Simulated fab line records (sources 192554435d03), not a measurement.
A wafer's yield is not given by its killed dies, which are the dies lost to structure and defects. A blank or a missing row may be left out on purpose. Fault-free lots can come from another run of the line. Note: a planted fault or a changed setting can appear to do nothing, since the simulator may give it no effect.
Struck lot and sound lot, side by side	flow n5-finfet	27 out of 1938 route steps
Sound: these wafers, L298.1, L298.4, L298.6. Struck: wafers L311.2, L311.6. The cause comes at the end.
Order at every step that has rows: each side's tool, ch and its chambers, its first start. Under that, the readings that differ: sound wafers	struck wafers	difference of the means	sigmas: that difference in standard deviations of wafers without a fault.
alike: readings with means less than 2 such deviations apart, plus words and numbers identical on both sides. not compared: withheld readings, readings lacking a value on some wafer, bounds such as >300 that could conceal the same value, and numbers that have no deviation in the record and whose values overlap.
Wherever a step has rows on one side only, a row that says differs or no value, or a row with sigmas, the two part there. Numbers that don't overlap but have no deviation are shown without sigmas and don't part them. Lack of a reading on every wafer of one side parts them only where that side has two or more wafers.

first, 4 steps without rows for these wafers: N5_MOL_CONTACT_COAG_SOFTBAKE_35 (time 60 s); N5_MOL_CONTACT_COAG_EXPOSE_37 (exposes mask VD, defocus 0 nm); N5_MOL_CONTACT_COAG_PEB_38 (peb time 60 s); N5_MOL_CONTACT_COAG_DEVELOP_39 (develop time 30 s).
N5_MOL_CONTACT_COAG_CD_MEAS_40 targets a cd of 25.1 nm.
  sound on cd-sem-03 ch 0, day 5 22:01; struck on cd-sem-03 ch 0, day 9 02:38
  alike: cd-nm
N5_MOL_CONTACT_COAG_OVL_MEAS_41:
  sound on overlay-01 ch 0, day 5 22:02; struck on overlay-01 ch 0, day 9 02:41
reading	sound	struck	difference	sigmas
VD_OVL (nm)	-0.9 -0.1 -1.2	0.9 0.8	+1.6	+3
N5_MOL_CONTACT_COAG_INSPECT_42: inspects for defects (brightfield).
  sound on defect-inspect-02, day 5 22:06; struck on defect-inspect-02, day 9 02:44
reading	sound	struck	difference	sigmas
raw-defect-count	228 142 230	127 67	-103	-2
N5_MOL_CONTACT_COAG_DESCUM_45: chemistry O2, time 7 s.
  sound on rie-diel-05 ch 2,3, day 5 22:08; struck on rie-diel-03 ch 1,2, day 9 02:48
  alike: drypump-motor-current-A, o2-flow-sccm, oes-product-au, rf-vpp-V, showerhead-plenum-p-Torr, throttle-valve-pct
  not compared: rf-hours-counter-h
then, 1 step without rows for these wafers: N5_MOL_CONTACT_COAG_ETCH_65 (etches underlayer in N2/H2, target depth 13 nm, time 10.4 s).
N5_MOL_CONTACT_COAG_ETCH_66: etches SiARC in CF4, target depth 13 nm, time 21.7 s.
  sound on rie-diel-05 ch 2,3, day 5 22:11; struck on rie-diel-03 ch 1,2, day 9 02:52
  alike: drypump-motor-current-A, etch-rf-on-time-s, oes-product-au, rf-vpp-V, showerhead-plenum-p-Torr, throttle-valve-pct
  not compared: rf-hours-counter-h
then, 1 step without rows for these wafers: N5_MOL_CONTACT_COAG_ALD_133 (deposits SiO2, target thk 5 nm, pulse time 1 s, co reactant pulse time 1 s).
N5_MOL_CONTACT_COAG_ETCHBACK_134: etches SiO2 in CHF3, target depth 10 nm, time 6.7 s.
  sound on rie-diel-05 ch 1,3, day 5 23:54; struck on rie-diel-05 ch 2,3, day 9 03:21
reading	sound	struck	difference	sigmas
throttle-valve-pct (%)	18.73 19.14 19.15	18.48 18.80	-0.37	-2
  alike: drypump-motor-current-A, oes-product-au, rf-vpp-V, showerhead-plenum-p-Torr
  not compared: rf-hours-counter-h
N5_MOL_CONTACT_COAG_ETCH_67: etches SOC in N2/H2, target depth 60 nm, overetch 21 nm, time 101.2 s.
  sound on rie-diel-05 ch 1,3, day 5 23:56; struck on rie-diel-05 ch 2,3, day 9 03:23
reading	sound	struck	difference	sigmas
throttle-valve-pct (%)	17.89 18.19 18.19	17.48 17.86	-0.42	-2
model.SiARC_of_MOL_CONTACT_COAG_COAT_63.thk-nm (nm)	5.8 5.6 5.6	3.6 3.4	-2.2	
  alike: drypump-motor-current-A, oes-product-au, rf-vpp-V, showerhead-plenum-p-Torr
  not compared: rf-hours-counter-h
then, 6 steps without rows for these wafers: N5_MOL_CONTACT_COAG_STRIP_68 (strips in N2/H2); N5_MOL_CONTACT_COAG_STRIP_69 (strips in N2/H2); N5_MOL_CONTACT_COAG_ETCHBACK_136 (etches SiO2 in CHF3, target depth 25 nm, time 16.7 s); N5_MOL_CONTACT_COAG_STRIP_120 (strips in CHF3); N5_MOL_CONTACT_COAG_VIA_ETCH_117 (etches SiO2 in C4F6/O2, target depth 40 nm, overetch 8 nm, time 26 s); N5_MOL_CONTACT_COAG_ETCH_124 (etches SiNx in CH3F/O2, stops on SiOC, target depth 6.5 nm).
N5_MOL_CONTACT_COAG_ETCH_48: etches SiOC in C4F6/O2, target depth 15 nm, overetch 4.5 nm, time 17 s.
  sound on rie-diel-05 ch 1,3, day 6 00:08; struck on rie-diel-05 ch 2,3, day 9 03:34
  alike: drypump-motor-current-A, oes-product-au, rf-vpp-V, showerhead-plenum-p-Torr, throttle-valve-pct
  not compared: rf-hours-counter-h
then, 1 step without rows for these wafers: N5_MOL_CONTACT_COAG_STRIP_72 (strips in N2/H2).
N5_MOL_CONTACT_COAG_STRIP_49: strips in N2/H2, time 30 s.
  sound on plasma-asher-02 ch 0,1, day 6 00:16; struck on plasma-asher-02 ch 1, day 9 03:43
  alike: drypump-motor-current-A, heater-power-w
  not compared: rf-hours-counter-h
then, 2 steps without rows for these wafers: N5_MOL_CONTACT_COAG_PRECLEAN_138 (cleans in alkaline clean, time 60 s); N5_MOL_CONTACT_COAG_SRD_139 (time 30 s).
N5_MOL_CONTACT_COAG_CD_MEAS_101 targets a cd of 16 nm.
  sound on cd-sem-01, day 6 00:25; struck on cd-sem-03, day 9 03:52
reading	sound	struck	difference	sigmas
cd-nm (nm)	16.0 16.6 16.8	17.1 17.3	+0.7	+2
then, 1 step without rows for these wafers: N5_MOL_CONTACT_COAG_PRE_CLEAN_121.
-- the record jumps here: 3 days lie between the struck wafers' starts before and after (it left off in module MOL_CONTACT_COAG and takes up again in module BEOL_M4, whose first step shown is number 1111 of the route) --
N5_BEOL_M4_RC_MEAS_101:
  sound on prober-01 ch 0, day 9 00:28; struck on prober-01 ch 0, day 11 22:40
reading	sound	struck	difference	sigmas
ION_N (uA/um)	661 655 647	683 679	+27	+2
  alike: DIBL_N, DIBL_P, IOFF_N, IOFF_P, ION_P, SS_N, SS_P, VT_N, VT_P

WHERE THEY PART
Earliest at N5_MOL_CONTACT_COAG_OVL_MEAS_41; latest, in this record, at N5_BEOL_M4_RC_MEAS_101.

WHY: what the simulator had put in
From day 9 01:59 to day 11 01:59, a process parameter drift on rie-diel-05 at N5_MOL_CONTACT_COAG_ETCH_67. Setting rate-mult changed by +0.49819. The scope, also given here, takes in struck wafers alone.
